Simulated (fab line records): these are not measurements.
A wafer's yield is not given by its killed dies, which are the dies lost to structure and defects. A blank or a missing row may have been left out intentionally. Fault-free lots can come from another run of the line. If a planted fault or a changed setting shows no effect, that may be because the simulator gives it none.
fab line records	flow n5Finfet
record lots=10	wafers=30	lastDay=18
route steps=1938 shown BEOL_M13@1709 BEOL_M14@1716 PASSIVATION@1936
lots untouched by any fault: they come from a run of this same line in which no faults occurred
startH: start of the lot's first displayed wafer, in hours after the record's first day	waitH: how many hours have passed since the lot's step before this one	" the same as in the row above	L1.1+2: one row covering several wafers at once	- either no value or no given start	* or withheld: withheld	< > ~ a bound
route shown NAME@n: names a module that has steps shown in the file, with the first one's number in the route	usual: average and standard deviation across the fault-free wafers	same: alike in all rows	chamber/n: place in a boat	sites: per-site readings	_std_site: their standard deviation	_edge_site: the outer-site mean with the inner-site mean subtracted	radiusMm: how far each site lies from the wafer's centre	mask NAME#n: copy n	behind: tool/chamber where the wafer was last shaped	hold: the reason the lot was held/the length of the hold in hours/how it ended	device: names the non-switching transistor (n, p or np)	end of line: the route-end tests of the same wafers	a step without rows: its recipe alone	killed: dies that structure and defects cost at the first sort, which is not the same as the wafer's yield	map: dies across one wafer; x = killed, . = not, _ = none there
set.NAME: the setting the step ran with; set.NAME@STEP: the setting that earlier step ran with	model.NAME: the simulator's own value behind a step, which no gauge read
one table for each step of the route and one row for each wafer, over a sample of lots
services: from which hour (startH, from the record's first day; less than 0 if before it) a tool's chamber was out of use, for how many hours, and why
## steps
# step N5_BEOL_M13_ANNEAL_48
# recipe tempC=225	timeS=90	ambient=N2
# usual wafer_temp_C_max=225.91/0.28
lot.wafer	tool	chamber	startH	waitH	wafer_temp_C_max
L674.1	rtpAnneal-01	0	264.26	0.2	225.66
L674.3	"	0	"	"	226.43
L674.6	"	0	"	"	225.94
L675.1	rtpAnneal-02	0	271.76	0.2	225.34
L675.3	"	0	"	"	225.67
L675.6	"	0	"	"	225.52
L678.1	rtpAnneal-02	0	301.38	0.1	225.73
L678.3	"	0	"	"	225.77
L678.6	"	0	"	"	226.04
L679.2	rtpAnneal-01	0	302.00	0.4	225.98
L679.3	"	0	"	"	226.11
L679.5	"	0	"	"	225.78
L680.1	rtpAnneal-01	0	304.62	0.3	226.13
L680.2	"	0	"	"	226.03
L680.4	"	0	"	"	226.30
L682.1	rtpAnneal-01	0	312.30	0.1	225.86
L682.2	"	0	"	"	226.37
L682.6	"	0	"	"	225.81
L683.2	rtpAnneal-01	0	316.41	0.6	225.99
L683.3	"	0	"	"	226.02
L683.6	"	0	"	"	226.23
L686.2	rtpAnneal-01	0	354.16	0.2	226.31
L686.3	"	0	"	"	225.85
L686.5	"	0	"	"	226.09
L688.1	rtpAnneal-01	0	371.24	0.1	225.86
L688.4	"	0	"	"	225.56
L688.5	"	0	"	"	225.54
L695.2	rtpAnneal-02	0	406.09	0.2	225.60
L695.4	"	0	"	"	225.81
L695.5	"	0	"	"	226.04
# step N5_BEOL_M14_ILD_DEP_00
# recipe material=SiO2	targetThkA=11193	tempC=400	precursor=TEOS/O2	pressureTorr=6.5	rfW=900	teosFlowSccm=161.4	gas=O2	flowSccm=2650	timeS=237.4
# usual heaterPowerW=559/110	showerheadPlenumPTorr=8.35/0.032	showerheadVppV=1855/71	throttleValvePct=19.0/0.99
lot.wafer	tool	chamber	startH	waitH	heaterPowerW	showerheadPlenumPTorr	showerheadVppV	sinceWetCleanH	throttleValvePct
L674.1	pecvd-03	1	265.05	0.0	629	8.33	1784	1513	18.6
L674.3	"	1	"	"	698	8.33	1766	-	18.4
L674.6	"	0	"	"	454	8.33	1961	-	17.4
L675.1	pecvd-01	2	272.55	0.0	576	8.32	1923	403	18.5
L675.3	"	1	"	"	592	8.30	1802	1883	19.3
L675.6	"	0	"	"	647	8.38	1884	-	18.9
L678.1	pecvd-01	0	302.17	0.0	677	8.39	1884	1187	19.0
L678.3	"	2	"	"	570	8.32	1914	433	18.4
L678.6	"	2	"	"	451	8.33	1923	-	18.5
L679.2	pecvd-04	2	302.76	0.0	666	8.36	1857	615	19.3
L679.3	"	0	"	"	481	8.30	1847	1369	19.2
L679.5	"	0	"	"	492	8.35	1824	-	19.2
L680.1	pecvd-04	2	305.42	0.0	669	8.33	1878	618	19.2
L680.2	"	0	"	"	461	8.33	1844	1372	18.8
L680.4	"	0	"	"	507	8.34	1835	-	19.2
L682.1	pecvd-04	0	313.13	0.0	493	8.33	1863	1380	18.8
L682.2	"	2	"	"	685	8.38	1846	626	19.0
L682.6	"	0	"	"	518	8.35	1843	-	19.0
L683.2	pecvd-01	2	317.15	0.0	447	8.31	1939	448	18.7
L683.3	"	1	"	"	586	8.30	1792	1927	19.3
L683.6	"	0	"	"	690	8.40	1885	-	18.6
L686.2	pecvd-03	0	354.89	0.0	557	8.34	1943	878	17.5
L686.3	"	2	"	"	395	8.35	1706	124	17.8
L686.5	"	0	"	"	608	8.35	1908	-	17.6
L688.1	pecvd-04	1	372.03	0.0	438	8.43	1964	2163	21.9
L688.4	"	2	"	"	720	8.36	1872	-	19.3
L688.5	"	1	"	"	485	8.40	1974	-	21.8
L695.2	pecvd-01	1	406.83	0.0	604	8.31	1863	2017	19.2
L695.4	"	1	"	"	650	8.30	1817	-	19.2
L695.5	"	2	"	"	439	8.31	1907	-	19.0
# step N5_BEOL_M14_THK_MEAS_01
# recipe reads=SiO2_of_BEOL_M14_ILD_DEP_00
# usual M14_ILD_THK=1112/15
lot.wafer	tool	chamber	startH	waitH	M14_ILD_THK[nm]
L674.1	filmMetro-02	-	265.31	0.2	1098
L674.3	"	-	"	"	1119
L674.6	"	-	"	"	1130
L675.1	filmMetro-02	-	272.73	0.1	1122
L675.3	"	-	"	"	1119
L675.6	"	-	"	"	1134
L678.1	filmMetro-01	-	302.36	0.1	1105
L678.3	"	-	"	"	1115
L678.6	"	-	"	"	1142
L679.2	filmMetro-01	-	302.95	0.1	1078
L679.3	"	-	"	"	1090
L679.5	"	-	"	"	1090
L680.1	filmMetro-01	-	305.61	0.1	1089
L680.2	"	-	"	"	1085
L680.4	"	-	"	"	1105
L682.1	filmMetro-02	-	313.32	0.1	1069
L682.2	"	-	"	"	1078
L682.6	"	-	"	"	1094
L683.2	filmMetro-02	-	317.34	0.1	1105
L683.3	"	-	"	"	1094
L683.6	"	-	"	"	1108
L686.2	filmMetro-02	-	355.08	0.1	1119
L686.3	"	-	"	"	1134
L686.5	"	-	"	"	1130
L688.1	filmMetro-02	-	372.22	0.1	1100
L688.4	"	-	"	"	1118
L688.5	"	-	"	"	1121
L695.2	filmMetro-01	-	407.02	0.1	1089
L695.4	"	-	"	"	1097
L695.5	"	-	"	"	1105
# step N5_BEOL_M14_INSPECT_12
# recipe mode=adi	inspectInstrument=macro
# usual rawDefectCount=2.1/1.4
lot.wafer	tool	chamber	startH	waitH	rawDefectCount
L674.1	defectInspect-02	-	265.68	0.0	2
L674.3	"	-	"	"	4
L674.6	"	-	"	"	3
L675.1	defectInspect-01	-	273.10	0.0	2
L675.3	"	-	"	"	4
L675.6	"	-	"	"	5
L678.1	defectInspect-01	-	302.84	0.0	4
L678.3	"	-	"	"	2
L678.6	"	-	"	"	1
L679.2	defectInspect-01	-	303.31	0.0	0
L679.3	"	-	"	"	1
L679.5	"	-	"	"	1
L680.1	defectInspect-02	-	306.10	0.0	4
L680.2	"	-	"	"	1
L680.4	"	-	"	"	1
L682.1	defectInspect-01	-	313.68	0.0	4
L682.2	"	-	"	"	2
L682.6	"	-	"	"	1
L683.2	defectInspect-01	-	317.83	0.0	3
L683.3	"	-	"	"	2
L683.6	"	-	"	"	3
L686.2	defectInspect-01	-	355.45	0.0	1
L686.3	"	-	"	"	4
L686.5	"	-	"	"	2
L688.1	defectInspect-01	-	372.70	0.0	>300
L688.4	"	-	"	"	0
L688.5	"	-	"	"	>300
L695.2	defectInspect-02	-	407.51	0.0	2
L695.4	"	-	"	"	1
L695.5	"	-	"	"	2
# step N5_BEOL_M14_DESCUM_15
# recipe chemistry=O2	timeS=7.9	sourcePowerW=50	biasPowerW=20	pressureMtorr=20	rfFrequencyHz=2.712e+07	tempC=40	o2FlowSccm=225
# usual drypumpMotorCurrentA=5.6/0.51	oesProductAu=0.77/0.077	rfVppV=243.7/1.2	showerheadPlenumPTorr=2.13/0.059	throttleValvePct=20.58/0.23
lot.wafer	tool	chamber	startH	waitH	drypumpMotorCurrentA	oesProductAu	rfHoursCounterH	rfVppV	showerheadPlenumPTorr	throttleValvePct
L674.1	rieDiel-03	1	265.71	0.0	5.2	0.77	148	243.8	2.11	20.56
L674.3	"	2	"	"	5.3	0.73	153	243.5	2.11	20.97
L674.6	"	1	"	"	5.2	0.77	-	241.4	2.11	20.57
L675.1	rieDiel-05	2	273.18	0.1	5.6	0.83	83	245.7	2.20	20.41
L675.3	"	3	"	"	4.6	0.81	98	245.5	2.20	20.60
L675.6	"	3	"	"	4.6	0.81	-	244.8	2.20	20.59
L678.1	rieDiel-01	2	302.88	0.0	4.9	0.69	219	244.0	2.18	20.84
L678.3	"	0	"	"	6.4	0.77	135	243.3	2.09	20.23
L678.6	"	2	"	"	5.0	0.69	-	244.9	2.18	20.84
L679.2	rieDiel-03	2	303.54	0.2	5.3	0.73	165	243.1	2.10	20.96
L679.3	"	0	"	"	5.6	0.71	190	244.1	2.16	20.53
L679.5	"	2	"	"	5.3	0.71	-	243.8	2.10	20.97
L680.1	rieDiel-01	2	306.61	0.5	5.0	0.69	222	244.7	2.17	20.84
L680.2	"	1	"	"	5.2	0.82	89	244.5	2.13	20.56
L680.4	"	3	"	"	5.3	0.69	230	244.4	2.14	20.38
L682.1	rieDiel-01	2	313.83	0.2	5.0	0.68	224	242.7	2.17	20.86
L682.2	"	0	"	"	6.4	0.77	138	241.6	2.09	20.23
L682.6	"	3	"	"	5.3	0.68	-	243.6	2.14	20.40
L683.2	rieDiel-01	1	317.86	0.0	5.2	0.81	93	243.4	2.13	20.57
L683.3	"	3	"	"	5.3	0.68	233	243.0	2.14	20.38
L683.6	"	2	"	"	4.9	0.69	-	243.2	2.17	20.85
L686.2	rieDiel-03	3	355.48	0.0	6.3	0.89	45	246.0	2.24	20.55
L686.3	"	1	"	"	5.2	0.76	172	243.7	2.10	20.58
L686.5	"	2	"	"	5.3	0.71	-	242.5	2.09	20.98
L688.1	rieDiel-05	2	372.74	0.0	5.6	0.80	121	244.7	2.19	20.49
L688.4	"	3	"	"	4.6	0.78	133	244.1	2.19	20.66
L688.5	"	0	"	"	6.2	0.78	-	242.5	2.03	20.86
L695.2	rieDiel-03	0	407.54	0.0	5.7	0.69	228	244.3	2.15	20.57
L695.4	"	3	"	"	6.3	0.87	64	244.9	2.23	20.57
L695.5	"	2	"	"	5.3	0.69	-	242.2	2.09	21.01
# step N5_PASSIVATION_PROBE_49
# usual defectLimitedYield=91.7/1.5	killed_at_M0_to_M3=32/10	killed_at_M4_up=14/5.3	killedAtContacts=13/5.7	killedAtFrontEnd=37/10	killedAtOther=3.3/2.5	killedDies=98/18	killedOpen=65/13	killedShort=31/7.5	sort_bin_5_function=4.9/0.91	sort_bin_6_memory=3.1/0.71	sortNPass=1082/18	sortYieldPct=91.7/1.5
# same grossDies=1180	killedAtBackSide=0	sort_bin_4_leakage[%]=0	sort_bin_8_speed[%]=0
lot.wafer	tool	chamber	startH	waitH	defectLimitedYield[%]	killed_at_M0_to_M3	killed_at_M4_up	killedAtContacts	killedAtFrontEnd	killedAtOther	killedDies	killedOpen	killedShort	sort_bin_5_function[%]	sort_bin_6_memory[%]	sortNPass	sortYieldPct[%]
L683.2	prober-01	-	342.45	0.1	91.4	37	18	13	26	7	101	59	37	6.0	2.0	1079	91.4
L683.3	prober-01	-	342.50	0.1	91.7	29	10	12	42	5	98	58	37	4.7	3.1	1082	91.7
L683.6	prober-01	-	342.65	0.3	92.9	27	15	21	16	5	84	61	23	4.0	2.9	1096	92.9
L688.1	prober-01	-	397.50	0.0	79.4	32	153	23	28	7	243	68	26	13.0	4.1	937	79.4
L688.4	prober-01	-	397.65	0.2	92.1	28	8	22	35	0	93	66	26	4.9	2.7	1087	92.1
L688.5	prober-01	-	397.70	0.2	78.1	40	157	9	51	1	258	76	29	13.0	5.0	922	78.1
# killed by level:class
L683.2 BEOL_M0_SAQP:geometricParticle:open=12 BEOL_M0_SAQP:geometricParticle:short=11 MOL_CONTACT_COAG:geometricParticle:open=10 DUMMY_GATE:geometricParticle:open=6 BEOL_M3:geometricParticle:open=6 BEOL_M4:geometricParticle:open=6 STARTING-WAFER:geometricParticle:short=6 HKMG_FIN:areaEtch=4
L683.3 FIN_SAQP:geometricParticle:open=12 BEOL_M0_SAQP:geometricParticle:short=11 MOL_CONTACT_COAG:geometricParticle:open=8 FIN_SAQP:geometricParticle:short=7 BEOL_M0_SAQP:geometricParticle:open=7 STI_FIN_REVEAL:geometricParticle:open=6 STI_FIN_REVEAL:geometricParticle:short=5 BEOL_M0:geometricParticle:open=4
L683.6 MOL_CONTACT_COAG:geometricParticle:open=17 BEOL_M0_SAQP:geometricParticle:open=10 BEOL_M4:geometricParticle:open=10 BEOL_M0_SAQP:geometricParticle:short=8 MOL_CONTACT_COAG:geometricParticle:short=4 BEOL_M5:geometricParticle:open=4 FIN_SAQP:geometricParticle:open=3 STI_FIN_REVEAL:geometricParticle:open=3
L688.1 BEOL_M14:unspecified=148 MOL_CONTACT_COAG:geometricParticle:open=19 STI_FIN_REVEAL:geometricParticle:open=8 BEOL_M1:geometricParticle:open=7 BEOL_M3:geometricParticle:open=7 BEOL_M0_SAQP:geometricParticle:open=5 BEOL_M0_SAQP:geometricParticle:short=5 BEOL_M2:geometricParticle:open=5
L688.4 MOL_CONTACT_COAG:geometricParticle:open=18 BEOL_M2:geometricParticle:open=10 GATE_CUT:geometricParticle:short=8 FIN_SAQP:geometricParticle:open=7 FIN_SAQP:geometricParticle:short=5 GATE_CUT:geometricParticle:open=5 BEOL_M0:geometricParticle:open=4 BEOL_M0_SAQP:geometricParticle:open=4
L688.5 BEOL_M14:unspecified=151 FIN_SAQP:geometricParticle:open=20 STI_FIN_REVEAL:geometricParticle:open=12 BEOL_M0_SAQP:geometricParticle:open=10 BEOL_M0_SAQP:geometricParticle:short=8 BEOL_M3:geometricParticle:open=8 FIN_SAQP:geometricParticle:short=7 MOL_CONTACT_COAG:geometricParticle:open=7
## services
tool	chamber	startH	hours	kind
pecvd-01	2	254.64	5.5	scheduledDown
rieDiel-01	1	263.76	3.0	repair
rieDiel-05	1	270.84	14.1	repair
pecvd-01	-	276.86	5.5	pm
rtpAnneal-01	-	293.98	2.9	pm
pecvd-04	1	295.10	2.1	scheduledDown
rieDiel-01	-	322.39	0.2	repair
pecvd-01	1	326.34	5.5	scheduledDown
rieDiel-03	1	336.08	13.1	repair
pecvd-04	0	342.55	3.9	repair
pecvd-04	0	351.59	2.1	scheduledDown
pecvd-04	1	355.05	5.5	scheduledDown
rieDiel-01	3	372.47	-	clean
rieDiel-01	3	372.47	-	consumableReplace:focusRing
rieDiel-01	3	372.47	19.3	scheduledDown
rieDiel-01	3	372.47	19.3	ventCycle
pecvd-04	1	383.62	-	clean
pecvd-04	1	383.62	-	consumableReplace:showerhead
pecvd-04	1	383.62	29.0	scheduledDown
pecvd-04	1	383.62	29.0	ventCycle
rieDiel-05	3	389.66	9.0	repair
rieDiel-01	2	391.81	-	clean
rieDiel-01	2	391.81	-	consumableReplace:focusRing
pecvd-04	2	407.04	2.9	repair
## key
firstSign step=N5_BEOL_M14_INSPECT_12	reading=rawDefectCount	direction=up	sigmas=99+	usual=2.1	struck=>300
effect step=N5_PASSIVATION_PROBE_49	reading=killed_at_M4_up	direction=up	sigmas=27	usual=14	struck=155
moreKillsBornAt N5_BEOL_M14_ILD_DEP_00@pecvd-04=299
metAt N5_BEOL_M14_ILD_DEP_00
struckLots L688
struckWafers L688.1,L688.5
notActingAt N5_BEOL_M13_ANNEAL_48,N5_BEOL_M14_THK_MEAS_01,N5_BEOL_M14_DESCUM_15
fault kind=chamberParticleSource	tool=pecvd-04	chamber=1	onsetH=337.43	steps=N5_BEOL_M14_ILD_DEP_00	ratePerVisitCm2=1.749	endH=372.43
